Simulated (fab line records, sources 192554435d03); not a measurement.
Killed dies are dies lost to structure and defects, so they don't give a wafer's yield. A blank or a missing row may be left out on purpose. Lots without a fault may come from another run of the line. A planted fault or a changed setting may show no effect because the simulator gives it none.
One fault seen from 2 desks | flow n5_finfet | each desk has only its own numbers; what lay behind them comes last

THE TOOL OWNER'S DESK: rie_diel-02
The tool's own readings at N5_BEOL_M3_ETCH_64 (etches SOC in N2/H2, target depth 75 nm, overetch 15 nm, time 112.5 s): means of the sampled wafers that have a number, for each lot that ran on this tool. A lot is out of limits, marked OUT, if its mean lies more than 4 standard deviations from the usual mean; the brackets give that distance.
Columns: A = bias_w at N5_BEOL_M3_ETCH_64, usual 150.0 W; B = drypump_motor_current_A at N5_BEOL_M3_ETCH_64, usual 5.6 A; C = oes_product_au at N5_BEOL_M3_ETCH_64, usual 0.64 a.u.; D = rf_vpp_V at N5_BEOL_M3_ETCH_64, usual 524 V; E = showerhead_plenum_p_Torr at N5_BEOL_M3_ETCH_64, usual 2.57 Torr; F = temp_c at N5_BEOL_M3_ETCH_64, usual 40.02 C; G = throttle_valve_pct at N5_BEOL_M3_ETCH_64, usual 17.97 %
lot  | first seen here | A               | B   | C    | D              | E    | F     | G
L431 | day 8 17:25     | 149.7           | 5.6 | 0.72 | 524            | 2.57 | 40.05 | 17.88
L434 | day 10 02:10    | 150.2           | 5.6 | 0.70 | 524            | 2.56 | 40.17 | 17.90
L447 | day 12 12:20    | 144.1 (-13) OUT | 5.7 | 0.60 | 509 (-4.7) OUT | 2.51 | 40.05 | 18.08
L446 | day 12 14:18    | 143.9 (-14) OUT | 5.7 | 0.60 | 509 (-4.7) OUT | 2.51 | 39.97 | 18.09
This desk's finding: out of limits on L446, L447; first on L447, day 12 12:20 (bias_w at N5_BEOL_M3_ETCH_64). In limits: L431, L434.

THE METROLOGY DESK
What the gauges read, lot by lot, whatever tool the lot ran on: means of the sampled wafers that have a number. A lot is out of limits, marked OUT, if its mean lies more than 4 standard deviations from the usual mean; the brackets give that distance. Of its 10 readings 7 are shown: those that lie furthest out on some lot.
Columns: A = DIBL_N at N5_BEOL_M4_RC_MEAS_101, usual 36.4 mV/V; B = DIBL_P at N5_BEOL_M4_RC_MEAS_101, usual 36.2 mV/V; C = IOFF_N at N5_BEOL_M4_RC_MEAS_101, usual 0.159 nA/um; D = IOFF_P at N5_BEOL_M4_RC_MEAS_101, usual 0.21 nA/um; E = ION_N at N5_BEOL_M4_RC_MEAS_101, usual 670 uA/um; F = VT_N at N5_BEOL_M4_RC_MEAS_101, usual 250 mV; G = VT_P at N5_BEOL_M4_RC_MEAS_101, usual -250 mV
lot  | first seen here | A    | B    | C     | D    | E   | F   | G
L428 | day 9 12:06     | 36.0 | 34.5 | 0.149 | 0.22 | 672 | 251 | -248
L430 | day 9 19:52     | 35.6 | 36.5 | 0.169 | 0.22 | 676 | 247 | -251
L431 | day 10 01:51    | 36.2 | 36.8 | 0.166 | 0.20 | 676 | 249 | -250
L434 | day 11 16:36    | 35.2 | 36.1 | 0.148 | 0.17 | 667 | 251 | -254
L440 | day 11 18:23    | 35.6 | 34.6 | 0.128 | 0.18 | 656 | 254 | -253
L438 | day 12 08:26    | 36.3 | 34.2 | 0.140 | 0.20 | 663 | 252 | -250
L446 | day 13 16:05    | 38.9 | 37.2 | 0.194 | 0.23 | 686 | 246 | -249
L447 | day 13 23:15    | 37.0 | 37.2 | 0.152 | 0.17 | 666 | 253 | -258
L448 | day 14 19:29    | 35.5 | 37.0 | 0.157 | 0.22 | 666 | 251 | -249
This desk's finding: nothing out of limits on any of the 9 lots.

PUT TOGETHER
The tool owner's desk could have raised an alarm at day 12 12:20, on L446, L447.
The metrology desk saw nothing out of limits.
The metrology desk has L446, L447 on record, within its limits.
Of the lots named, all ran N5_BEOL_M3_ETCH_64 on rie_diel-02.

WHAT THE SIMULATOR HAD PUT IN
Process parameter drift: rie_diel-02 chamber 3, from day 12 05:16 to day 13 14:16, at N5_BEOL_M3_ETCH_64. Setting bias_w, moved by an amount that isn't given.
Lots struck among those shown: L446, L447.
Hours from the fault's start to each desk's first reading out of limits: the tool owner's desk, 7.
